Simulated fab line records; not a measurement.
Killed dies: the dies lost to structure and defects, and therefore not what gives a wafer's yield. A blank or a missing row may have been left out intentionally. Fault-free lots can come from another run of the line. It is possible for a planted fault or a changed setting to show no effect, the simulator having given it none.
Chamber matching    flow n5-finfet    N5_BEOL_M4_ETCH_64 on rie-diel-04 has 4 sister chambers
The step etches SOC in N2/H2, target depth 75 nm, overetch 22.5 nm, time 121.9 s. 14 wafers are shown with their chamber, then 7 later ones without.

== EACH WAFER AND ITS CHAMBER ==
wafer   chamber  showerhead-plenum-p-Torr (Torr)  throttle-valve-pct (%)  oes-product-au (a.u.)
L078.2  2        2.47                             17.46                   0.64
L078.4  0        2.72                             17.68                   0.70
L078.5  3        2.55                             17.89                   0.56
L085.1  0        2.71                             17.71                   0.67
L085.2  3        2.54                             17.89                   0.55
L085.6  3        2.54                             17.91                   0.56
L087.3  3        2.53                             17.94                   0.55
L087.5  2        2.46                             17.53                   0.61
L087.6  3        2.53                             17.92                   0.54
L090.2  0        2.70                             17.75                   0.66
L090.3  3        2.53                             17.92                   0.55
L090.4  1        2.60                             17.96                   0.54
L091.3  0        2.70                             17.74                   0.67
L091.5  3        2.53                             17.94                   0.54

SIGNATURES (means of the wafers above)
reading                   chamber 0  chamber 1  chamber 2  chamber 3  scatter within a chamber
showerhead-plenum-p-Torr  2.7075     2.6000     2.4650     2.5357     0.00835
throttle-valve-pct        17.7200    17.9600    17.4950    17.9157    0.0283
oes-product-au            0.6750     0.5400     0.6250     0.5500     0.0132
Rule: for each reading, subtract the chamber's mean from the wafer's reading, divide by that reading's scatter and square the result; add these up over the readings and take the root, which gives the wafer's distance from the chamber. The wafer belongs to the nearest chamber; if the next one is less than 2 further off, it can't be placed. The scatter is the square root of a quotient: the sum, over the shown wafers, of each reading's squared deviation from its chamber's mean, divided by wafers minus chambers.

== WAFERS WHOSE CHAMBER IS MISSING ==
wafer   showerhead-plenum-p-Torr (Torr)  throttle-valve-pct (%)  oes-product-au (a.u.)
L091.6  2.70                             17.75                   0.66
L092.2  2.53                             17.95                   0.54
L092.5  2.60                             17.96                   0.54
L092.6  2.46                             17.55                   0.60
L095.2  2.53                             17.96                   0.54
L095.3  2.45                             17.56                   0.60
L095.5  2.45                             17.56                   0.60

== CHAMBER TAKEN BY EACH ==
wafer   from the rows above  in truth
L091.6  0                    0
L092.2  3                    3
L092.5  1                    1
L092.6  2                    2
L095.2  3                    3
L095.3  2                    2
L095.5  2                    2
Placed correctly: 7 of 7. Can't be placed from these rows: 0. Placed wrongly: 0.
